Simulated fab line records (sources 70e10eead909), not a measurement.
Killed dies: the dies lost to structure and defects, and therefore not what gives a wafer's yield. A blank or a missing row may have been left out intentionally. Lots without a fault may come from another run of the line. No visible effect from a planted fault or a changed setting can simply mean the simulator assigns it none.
fab line records + flow nand_harc
record:
- lots: 13
- wafers: 39
- last_day: 33
route steps=1302 shown P_M2@350 P_BONDPAD@353 END@1302
lots that met no fault: from a run of the same line without faults
start_h: the number of hours between the record's first day and the start of the first shown wafer of the lot + wait_h: hours since the lot's step before + " identical to the entry in the row above + L1.1+2: one row covering several wafers at once + - no value, or no start was given + * or withheld: withheld + < > ~ a bound
route shown NAME@n: names a module that has steps shown in the file, with the first one's number in the route + usual: mean and standard deviation over wafers with no fault + same: alike in all rows + chamber/n: place in a boat + sites: the reading at each site + _std_site: standard deviation across them + _edge_site: outer sites' mean less inner sites' + radius_mm: how far each site lies from the wafer's centre + mask NAME#n: copy n + behind: the tool/chamber that last shaped the wafer + hold: what put the lot on hold/how long, in hours/how the hold closed + device: which transistor (n, p or np) failed to switch + end of line: the same wafers' tests at the end of the route + a step without rows: its recipe alone + killed: dies lost to structure and defects at the first sort, not the wafer's yield + map: dies across one wafer; x = killed, . = not, _ = none there
set.NAME: the setting the step ran with; set.NAME@STEP: the setting that earlier step ran with + model.NAME: the simulator's own value behind a step, which no gauge read
a sample of lots followed through the steps of the route, with each step as a table and each wafer as a row
services: from which hour (start_h, from the record's first day; less than 0 if before it) a tool's chamber was out of use, for how many hours, and why
== steps ==
step: NHARC_P_M2_DEP_33
recipe:
- target_thk_a: 300
- temp_c: 370
- target_thk_nm: 30
- pressure_torr: 3
- flow_sccm: 200
- rf_w: 450
- material: SiCN
usual:
- heater_power_w: 550/68
| lot.wafer | tool     | chamber | start_h | wait_h | heater_power_w |
|-----------|----------|---------|---------|--------|----------------|
| L170.2    | pecvd-03 | 1       | 136.94  | 0.1    | 564            |
| L170.5    | "        | 2       | "       | "      | 494            |
| L170.6    | "        | 0       | "       | "      | 588            |
| L175.3    | pecvd-04 | 0       | 180.79  | 0.1    | 603            |
| L175.4    | "        | 0       | "       | "      | 599            |
| L175.5    | "        | 2       | "       | "      | 591            |
| L171.3    | pecvd-02 | 1       | 191.97  | 0.1    | 614            |
| L171.1    | "        | 2       | "       | "      | 520            |
| L171.2    | "        | 0       | "       | "      | 544            |
| L177.2    | pecvd-03 | 1       | 202.50  | 0.1    | 590            |
| L177.3    | "        | 2       | "       | "      | 504            |
| L177.5    | "        | 1       | "       | "      | 590            |
| L178.1    | pecvd-04 | 0       | 209.76  | 0.1    | 592            |
| L178.2    | "        | 2       | "       | "      | 596            |
| L178.4    | "        | 0       | "       | "      | 582            |
| L180.1    | pecvd-04 | 0       | 232.62  | 0.1    | 627            |
| L180.2    | "        | 1       | "       | "      | 391            |
| L180.6    | "        | 1       | "       | "      | 391            |
| L186.3    | pecvd-04 | 0       | 288.59  | 0.1    | 614            |
| L186.1    | "        | 2       | "       | "      | 486            |
| L186.6    | "        | 1       | "       | "      | 426            |
| L187.2    | pecvd-04 | 2       | 298.16  | 0.1    | 587            |
| L187.4    | "        | 1       | "       | "      | 424            |
| L187.6    | "        | 2       | "       | "      | 571            |
| L188.2    | pecvd-02 | 2       | 307.31  | 0.1    | 580            |
| L188.3    | "        | 0       | "       | "      | 569            |
| L188.4    | "        | 2       | "       | "      | 587            |
| L190.1    | pecvd-04 | 2       | 333.48  | 0.1    | 601            |
| L190.5    | "        | 1       | "       | "      | 442            |
| L190.4    | "        | 2       | "       | "      | 601            |
| L191.1    | pecvd-04 | 1       | 344.10  | 0.1    | 447            |
| L191.5    | "        | 0       | "       | "      | 559            |
| L191.6    | "        | 2       | "       | "      | 576            |
| L192.3    | pecvd-02 | 0       | 350.43  | 0.1    | 602            |
| L192.1    | "        | 1       | "       | "      | 643            |
| L192.5    | "        | 1       | "       | "      | 647            |
| L193.1    | pecvd-03 | 1       | 359.96  | 0.1    | 592            |
| L193.3    | "        | 2       | "       | "      | 514            |
| L193.6    | "        | 1       | "       | "      | 599            |
step: NHARC_P_BONDPAD_THK_MEAS_33
recipe:
- thk_meas_gauge: ellipsometry
usual:
- thk_nm: 200.3/1.5
| lot.wafer | tool          | chamber | start_h | wait_h | thk_nm |
|-----------|---------------|---------|---------|--------|--------|
| L170.2    | film_metro-01 | -       | 137.94  | 0.2    | 200.7  |
| L170.5    | "             | -       | "       | "      | 202.4  |
| L170.6    | "             | -       | "       | "      | 199.2  |
| L175.3    | film_metro-01 | -       | 181.86  | 0.2    | 200.9  |
| L175.4    | "             | -       | "       | "      | 200.5  |
| L175.5    | "             | -       | "       | "      | 202.2  |
| L171.1    | film_metro-01 | -       | 193.17  | 0.2    | 200.5  |
| L171.2    | "             | -       | "       | "      | 200.5  |
| L171.3    | "             | -       | "       | "      | 201.1  |
| L177.2    | film_metro-02 | -       | 203.53  | 0.2    | 200.3  |
| L177.3    | "             | -       | "       | "      | 201.1  |
| L177.5    | "             | -       | "       | "      | 202.2  |
| L178.1    | film_metro-01 | -       | 210.82  | 0.2    | 198.3  |
| L178.2    | "             | -       | "       | "      | 196.9  |
| L178.4    | "             | -       | "       | "      | 201.2  |
| L180.1    | film_metro-02 | -       | 233.65  | 0.2    | 199.3  |
| L180.2    | "             | -       | "       | "      | 200.6  |
| L180.6    | "             | -       | "       | "      | 199.0  |
| L186.1    | film_metro-02 | -       | 289.67  | 0.2    | 198.6  |
| L186.3    | "             | -       | "       | "      | 202.5  |
| L186.6    | "             | -       | "       | "      | 200.5  |
| L187.2    | film_metro-02 | -       | 299.17  | 0.2    | 199.5  |
| L187.4    | "             | -       | "       | "      | 199.7  |
| L187.6    | "             | -       | "       | "      | 197.4  |
| L188.2    | film_metro-02 | -       | 308.38  | 0.2    | 198.9  |
| L188.3    | "             | -       | "       | "      | 200.8  |
| L188.4    | "             | -       | "       | "      | 200.1  |
| L190.1    | film_metro-01 | -       | 334.55  | 0.2    | 197.0  |
| L190.4    | "             | -       | "       | "      | 200.1  |
| L190.5    | "             | -       | "       | "      | 197.8  |
| L191.1    | film_metro-02 | -       | 345.13  | 0.2    | 200.7  |
| L191.5    | "             | -       | "       | "      | 199.8  |
| L191.6    | "             | -       | "       | "      | 200.9  |
| L192.1    | film_metro-02 | -       | 351.50  | 0.2    | 202.2  |
| L192.3    | "             | -       | "       | "      | 198.0  |
| L192.5    | "             | -       | "       | "      | 202.1  |
| L193.1    | film_metro-01 | -       | 361.03  | 0.2    | 201.4  |
| L193.3    | "             | -       | "       | "      | 197.1  |
| L193.6    | "             | -       | "       | "      | 199.2  |
step: NHARC_P_BONDPAD_ETCH_24
recipe:
- target_depth_a: 300
- over_etch_frac: 0.3
- time_s: 72.99
- ion_energy_ev: 150
- cf4_flow_sccm: 50
- n2_flow_sccm: 100
- ar_flow_sccm: 150
- rf_w: 300
- bias_w: 100
- chemistry: CF4/N2
usual:
- drypump_motor_current_A: 5.8/0.33
- oes_product_au: 0.998/0.012
- rf_vpp_V: 315.8/1.6
- run_length_s: 94.4/0.4
- showerhead_plenum_p_Torr: 2.72/0.088
- throttle_valve_pct: 19.794/0.0082
| lot.wafer | tool        | chamber | start_h | wait_h | drypump_motor_current_A | oes_product_au | rf_hours_counter_h | rf_vpp_V | run_length_s | showerhead_plenum_p_Torr | throttle_valve_pct |
|-----------|-------------|---------|---------|--------|-------------------------|----------------|--------------------|----------|--------------|--------------------------|--------------------|
| L170.2    | rie_diel-02 | 0       | 139.27  | -      | 6.0                     | 1.000          | 4.3                | 317.2    | 93.8         | 2.76                     | 19.797             |
| L170.5    | "           | 1       | "       | "      | 6.1                     | 1.004          | -                  | 314.6    | 94.1         | 2.65                     | 19.799             |
| L170.6    | "           | 2       | "       | "      | 6.1                     | 1.016          | -                  | 317.1    | 95.0         | 2.75                     | 19.804             |
| L175.3    | rie_diel-03 | 2       | 183.07  | -      | 5.4                     | 1.018          | 4.5                | 311.9    | 94.2         | 2.49                     | 19.791             |
| L175.4    | "           | 3       | "       | "      | 5.9                     | 0.993          | 4.2                | 316.4    | 94.1         | 2.74                     | 19.787             |
| L175.5    | "           | 0       | "       | "      | 5.0                     | 0.996          | -                  | 316.1    | 94.0         | 2.80                     | 19.798             |
| L171.2    | rie_diel-10 | 3       | 194.49  | -      | 6.0                     | 0.991          | 2.5                | 316.3    | 94.1         | 2.73                     | 19.781             |
| L171.3    | "           | 0       | "       | "      | 6.0                     | 1.017          | 2.5                | 315.6    | 93.8         | 2.76                     | 19.800             |
| L171.1    | "           | 1       | "       | "      | 6.0                     | 0.998          | 2.6                | 314.8    | 94.6         | 2.64                     | 19.796             |
| L177.3    | rie_diel-03 | 2       | 204.85  | -      | 5.4                     | 1.010          | 6.2                | 312.2    | 94.3         | 2.49                     | 19.788             |
| L177.2    | "           | 1       | "       | "      | 5.8                     | 1.000          | 5.6                | 317.3    | 95.1         | 2.77                     | 19.792             |
| L177.5    | "           | 2       | "       | "      | 5.4                     | 1.004          | -                  | 311.1    | 94.6         | 2.49                     | 19.814             |
| L178.2    | rie_diel-10 | 1       | 212.14  | -      | 6.0                     | 0.999          | 2.9                | 312.7    | 95.1         | 2.64                     | 19.792             |
| L178.1    | "           | 2       | "       | "      | 5.7                     | 0.983          | 2.9                | 316.8    | 94.5         | 2.82                     | 19.795             |
| L178.4    | "           | 3       | "       | "      | 6.0                     | 0.992          | 2.9                | 315.6    | 94.1         | 2.73                     | 19.800             |
| L180.2    | rie_diel-10 | 3       | 234.97  | -      | 6.0                     | 0.986          | 3.2                | 316.5    | 94.4         | 2.73                     | 19.783             |
| L180.1    | "           | 0       | "       | "      | 6.0                     | 1.001          | 3.2                | 317.3    | 93.7         | 2.76                     | 19.784             |
| L180.6    | "           | 3       | "       | "      | 6.0                     | 0.985          | -                  | 317.6    | 94.1         | 2.73                     | 19.805             |
| L186.1    | rie_diel-10 | 1       | 290.99  | -      | 5.9                     | 0.982          | 1.3                | 314.9    | 76.5         | 2.64                     | 19.804             |
| L186.3    | "           | 2       | "       | "      | 5.8                     | 0.988          | 1.3                | 317.3    | 94.4         | 2.82                     | 19.790             |
| L186.6    | "           | 1       | "       | "      | 5.9                     | 1.002          | -                  | 314.2    | 76.7         | 2.64                     | 19.789             |
| L187.4    | rie_diel-02 | 1       | 300.98  | -      | 6.1                     | 1.012          | 5.7                | 315.2    | 94.4         | 2.64                     | 19.793             |
| L187.2    | "           | 2       | "       | "      | 6.1                     | 0.994          | 6.0                | 316.7    | 94.6         | 2.74                     | 19.796             |
| L187.6    | "           | 1       | "       | "      | 6.1                     | 1.008          | -                  | 315.3    | 94.5         | 2.64                     | 19.800             |
| L188.3    | rie_diel-03 | 2       | 309.59  | -      | 5.4                     | 0.989          | 0.6                | 310.6    | 94.2         | 2.49                     | 19.786             |
| L188.2    | "           | 3       | "       | "      | 5.9                     | 0.994          | 0.8                | 316.7    | 94.1         | 2.74                     | 19.797             |
| L188.4    | "           | 1       | "       | "      | 5.8                     | 1.001          | 0.7                | 315.7    | 94.7         | 2.77                     | 19.800             |
| L190.4    | rie_diel-03 | 2       | 335.87  | -      | 5.4                     | 1.002          | 1.3                | 313.1    | 94.2         | 2.49                     | 19.768             |
| L190.1    | "           | 3       | "       | "      | 6.0                     | 1.012          | 1.5                | 315.9    | 94.2         | 2.74                     | 19.802             |
| L190.5    | "           | 3       | "       | "      | 6.0                     | 1.015          | -                  | 315.7    | 94.5         | 2.74                     | 19.810             |
| L191.1    | rie_diel-03 | 3       | 346.49  | 0.2    | 6.0                     | 1.007          | 2.3                | 318.9    | 94.6         | 2.74                     | 19.794             |
| L191.6    | "           | 1       | "       | "      | 5.9                     | 1.010          | -                  | 316.0    | 95.0         | 2.77                     | 19.791             |
| L191.5    | "           | 2       | "       | "      | 5.4                     | 0.999          | -                  | 312.1    | 94.8         | 2.49                     | 19.792             |
| L192.3    | rie_diel-03 | 0       | 352.82  | -      | 5.0                     | 0.992          | 1.6                | 316.4    | 94.0         | 2.80                     | 19.785             |
| L192.1    | "           | 1       | "       | "      | 5.9                     | 1.007          | 2.3                | 316.0    | 95.1         | 2.77                     | 19.802             |
| L192.5    | "           | 0       | "       | "      | 5.0                     | 0.998          | -                  | 317.1    | 94.3         | 2.80                     | 19.801             |
| L193.3    | rie_diel-10 | 3       | 362.22  | -      | 6.0                     | 0.978          | 2.4                | 315.4    | 94.4         | 2.73                     | 19.780             |
| L193.1    | "           | 1       | "       | "      | 5.9                     | 0.999          | 2.8                | 314.3    | 94.7         | 2.64                     | 19.797             |
| L193.6    | "           | 0       | "       | "      | 6.0                     | 0.988          | -                  | 316.5    | 93.7         | 2.76                     | 19.787             |
step: NHARC_P_BONDPAD_DEGAS_25
recipe:
- temp_c: 300
- time_s: 60
usual:
- heater_power_w: 458/62
| lot.wafer | tool           | chamber | start_h | wait_h | heater_power_w |
|-----------|----------------|---------|---------|--------|----------------|
| L170.2    | pvd_sputter-03 | -       | 139.68  | -      | 481            |
| L170.5    | "              | -       | "       | "      | 393            |
| L170.6    | "              | -       | "       | "      | 476            |
| L175.4    | pvd_sputter-03 | -       | 183.47  | -      | 435            |
| L175.3    | "              | -       | "       | "      | 395            |
| L175.5    | "              | -       | "       | "      | 519            |
| L171.1    | pvd_sputter-02 | -       | 194.89  | -      | 457            |
| L171.2    | "              | -       | "       | "      | 427            |
| L171.3    | "              | -       | "       | "      | 428            |
| L177.3    | pvd_sputter-03 | -       | 205.24  | -      | 506            |
| L177.2    | "              | -       | "       | "      | 462            |
| L177.5    | "              | -       | "       | "      | 524            |
| L178.2    | pvd_sputter-03 | -       | 212.54  | -      | 435            |
| L178.1    | "              | -       | "       | "      | 387            |
| L178.4    | "              | -       | "       | "      | 468            |
| L180.1    | pvd_sputter-02 | -       | 235.38  | -      | 398            |
| L180.2    | "              | -       | "       | "      | 422            |
| L180.6    | "              | -       | "       | "      | 384            |
| L186.1    | pvd_sputter-01 | -       | 291.39  | -      | 550            |
| L186.3    | "              | -       | "       | "      | 491            |
| L186.6    | "              | -       | "       | "      | 549            |
| L187.2    | pvd_sputter-01 | -       | 301.49  | -      | 386            |
| L187.4    | "              | -       | "       | "      | 617            |
| L187.6    | "              | -       | "       | "      | 384            |
| L188.4    | pvd_sputter-03 | -       | 310.03  | -      | 513            |
| L188.2    | "              | -       | "       | "      | 425            |
| L188.3    | "              | -       | "       | "      | 470            |
| L190.1    | pvd_sputter-02 | -       | 336.26  | -      | 429            |
| L190.4    | "              | -       | "       | "      | 459            |
| L190.5    | "              | -       | "       | "      | 467            |
| L191.1    | pvd_sputter-01 | -       | 346.91  | -      | 624            |
| L191.5    | "              | -       | "       | "      | 494            |
| L191.6    | "              | -       | "       | "      | 372            |
| L192.3    | pvd_sputter-01 | -       | 353.22  | -      | 387            |
| L192.1    | "              | -       | "       | "      | 549            |
| L192.5    | "              | -       | "       | "      | 495            |
| L193.1    | pvd_sputter-03 | -       | 362.62  | -      | 475            |
| L193.3    | "              | -       | "       | "      | 427            |
| L193.6    | "              | -       | "       | "      | 419            |
step: NHARC_END_SORT_01
recipe:
- temp_c: 25
usual:
- defect_limited_yield: 91/3.2
- killed_at_array: 55/22
- killed_at_other: 1.1/1.4
- killed_at_periphery: 4/3.2
- killed_dies: 59/22
- killed_open: 3.3/1.8
- killed_short: 2.5/1.5
same:
- gross_dies: 677
| lot.wafer | tool      | chamber | start_h | wait_h | defect_limited_yield[%] | killed_at_array | killed_at_other | killed_at_periphery | killed_dies | killed_open | killed_short |
|-----------|-----------|---------|---------|--------|-------------------------|-----------------|-----------------|---------------------|-------------|-------------|--------------|
| L177.2    | prober-02 | 0       | 638.92  | 2.8    | 96                      | 21              | 1               | 7                   | 29          | 3           | 4            |
| L177.3    | prober-02 | 0       | 639.73  | 3.1    | 96                      | 22              | 0               | 4                   | 26          | 3           | 1            |
| L177.5    | prober-02 | 0       | 641.34  | 3.7    | 97                      | 19              | 0               | 3                   | 22          | 1           | 3            |
| L178.1    | prober-01 | 0       | 653.77  | 2.5    | 92                      | 41              | 7               | 6                   | 54          | 2           | 2            |
| L178.2    | prober-01 | 0       | 654.56  | 2.8    | 88                      | 72              | 4               | 3                   | 79          | 6           | 4            |
| L178.4    | prober-01 | 0       | 656.13  | 3.4    | 92                      | 50              | 2               | 1                   | 53          | 3           | 4            |
| L188.2    | prober-02 | 0       | 721.40  | 2.8    | 95                      | 27              | 0               | 4                   | 31          | 4           | 7            |
| L188.3    | prober-02 | 0       | 722.19  | 3.1    | 96                      | 24              | 0               | 6                   | 30          | 1           | 2            |
| L188.4    | prober-02 | 0       | 722.98  | 3.4    | 91                      | 47              | 1               | 10                  | 58          | 5           | 2            |
killed by level:class
L177.2 A_CHANNEL_HOLE_D2:chamber_film_flake=7 A_DECK1_JOINT:chamber_film_flake=4 A_CHANNEL_HOLE_D1:chamber_film_flake=3 P_STI:chamber_film_flake=2 P_CONTACT:geometric_particle:short=1 P_M1:geometric_particle:short=1 P_M2:geometric_particle:open=1 A_DECK1_JOINT:geometric_particle:short=1
L177.3 A_CHANNEL_HOLE_D2:chamber_film_flake=11 A_CHANNEL_HOLE_D1:chamber_film_flake=3 A_CHANNEL_FILL_D2:chamber_film_flake=2 A_STAIRCASE:chamber_film_flake=2 P_CONTACT:geometric_particle:open=1 P_CONTACT:geometric_particle:short=1 A_ONON_D1:geometric_particle:open=1 A_CONTACT:geometric_particle:open=1
L177.5 A_CHANNEL_HOLE_D2:chamber_film_flake=7 A_CHANNEL_HOLE_D1:chamber_film_flake=3 A_CONTACT:chamber_film_flake=3 P_STI:chamber_film_flake=2 A_CHANNEL_FILL_D2:chamber_film_flake=2 P_M0:geometric_particle:open=1 A_DECK1_JOINT:geometric_particle:short=1 A_CONTACT:geometric_particle:short=1
L178.1 A_CHANNEL_HOLE_D2:chamber_film_flake=16 A_CHANNEL_HOLE_D1:chamber_film_flake=14 THIN_TSV:chamber_film_flake=7 P_GATE:chamber_film_flake=4 A_STAIRCASE:chamber_film_flake=4 A_CHANNEL_FILL_D1:chamber_film_flake=2 A_SLIT:chamber_film_flake=2 P_STI:geometric_particle:short=1
L178.2 A_CHANNEL_HOLE_D1:chamber_film_flake=33 A_CHANNEL_HOLE_D2:chamber_film_flake=11 A_STAIRCASE:chamber_film_flake=5 THIN_TSV:chamber_film_flake=4 A_CONTACT:chamber_film_flake=3 A_SGD_CUT:geometric_particle:open=2 A_ZERO_WELL:chamber_film_flake=2 A_CHANNEL_FILL_D2:chamber_film_flake=2
L178.4 A_CHANNEL_HOLE_D1:chamber_film_flake=17 A_CHANNEL_HOLE_D2:chamber_film_flake=15 A_STAIRCASE:chamber_film_flake=5 A_WL_FILL:chamber_film_flake=3 A_ONON_D1:geometric_particle:short=2 A_M1:chamber_film_flake=2 THIN_TSV:chamber_film_flake=2 P_M0:geometric_particle:open=1
L188.2 A_CHANNEL_HOLE_D1:chamber_film_flake=11 A_SLIT:chamber_film_flake=4 A_CHANNEL_FILL_D2:geometric_particle:short=2 P_CONTACT:chamber_film_flake=2 P_M0:geometric_particle:short=1 A_ONON_D1:geometric_particle:open=1 A_CHANNEL_FILL_D1:geometric_particle:open=1 A_DECK1_JOINT:geometric_particle:short=1
L188.3 A_CHANNEL_HOLE_D1:chamber_film_flake=16 P_CONTACT:chamber_film_flake=5 A_CONTACT:chamber_film_flake=5 A_DECK1_JOINT:geometric_particle:short=1 A_BLC:geometric_particle:open=1 A_M0:geometric_particle:short=1 P_GATE:chamber_film_flake=1
L188.4 A_CHANNEL_HOLE_D1:chamber_film_flake=33 A_CONTACT:chamber_film_flake=6 P_CONTACT:chamber_film_flake=6 P_M2:chamber_film_flake=2 A_SLIT:chamber_film_flake=2 P_GATE:geometric_particle:short=1 A_DECK1_JOINT:geometric_particle:open=1 A_STAIRCASE:geometric_particle:short=1
== services ==
| tool           | chamber | start_h | hours | kind   |
|----------------|---------|---------|-------|--------|
| pvd_sputter-02 | -       | 133.86  | 2.8   | repair |
| pecvd-02       | -       | 137.59  | 1.7   | repair |
| rie_diel-03    | 1       | 142.97  | 4.0   | repair |
| pecvd-03       | -       | 165.31  | 0.4   | repair |
| pvd_sputter-02 | -       | 171.88  | 1.2   | repair |
| pecvd-04       | 2       | 184.74  | 8.2   | repair |
| pecvd-03       | -       | 185.20  | 13.0  | pm     |
| pvd_sputter-01 | -       | 214.85  | 2.3   | repair |
| pvd_sputter-01 | -       | 226.00  | 10.0  | pm     |
| pecvd-02       | -       | 227.00  | 13.0  | pm     |
| pvd_sputter-03 | -       | 227.63  | 10.0  | pm     |
| pecvd-03       | 2       | 233.96  | 4.2   | repair |
| rie_diel-10    | 3       | 236.96  | 3.5   | repair |
| rie_diel-10    | -       | 242.50  | 9.0   | pm     |
| pecvd-02       | 0       | 254.89  | 4.5   | repair |
| rie_diel-10    | 0       | 263.82  | 7.1   | repair |
| pecvd-04       | -       | 269.17  | 13.0  | pm     |
| rie_diel-03    | -       | 281.30  | 9.0   | pm     |
| pecvd-04       | -       | 304.43  | 0.4   | repair |
| pvd_sputter-03 | -       | 306.90  | 2.4   | repair |
| pecvd-04       | 0       | 320.40  | 6.1   | repair |
| rie_diel-03    | 0       | 339.03  | 10.0  | repair |
| pecvd-04       | -       | 350.30  | 1.5   | repair |
| pvd_sputter-01 | -       | 361.18  | 2.2   | repair |
== key ==
first_sign:
- step: NHARC_P_BONDPAD_ETCH_24
- reading: run_length_s
- direction: down
- sigmas: 45
- usual: *
- struck: *
effect none on later readings
met_at NHARC_P_BONDPAD_ETCH_24
struck_lots L186
struck_wafers L186.1,L186.6
not_acting_at NHARC_P_M2_DEP_33,NHARC_P_BONDPAD_THK_MEAS_33,NHARC_P_BONDPAD_DEGAS_25
onset_between 212.14 290.99
fault:
- kind: process_parameter_drift
- tool: rie_diel-10
- chamber: 1
- onset_h: 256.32
- steps: NHARC_P_BONDPAD_ETCH_24
- channel: time_s
- offset: *
- shape: step
- end_h: 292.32
- acts_in: *
- stated: *
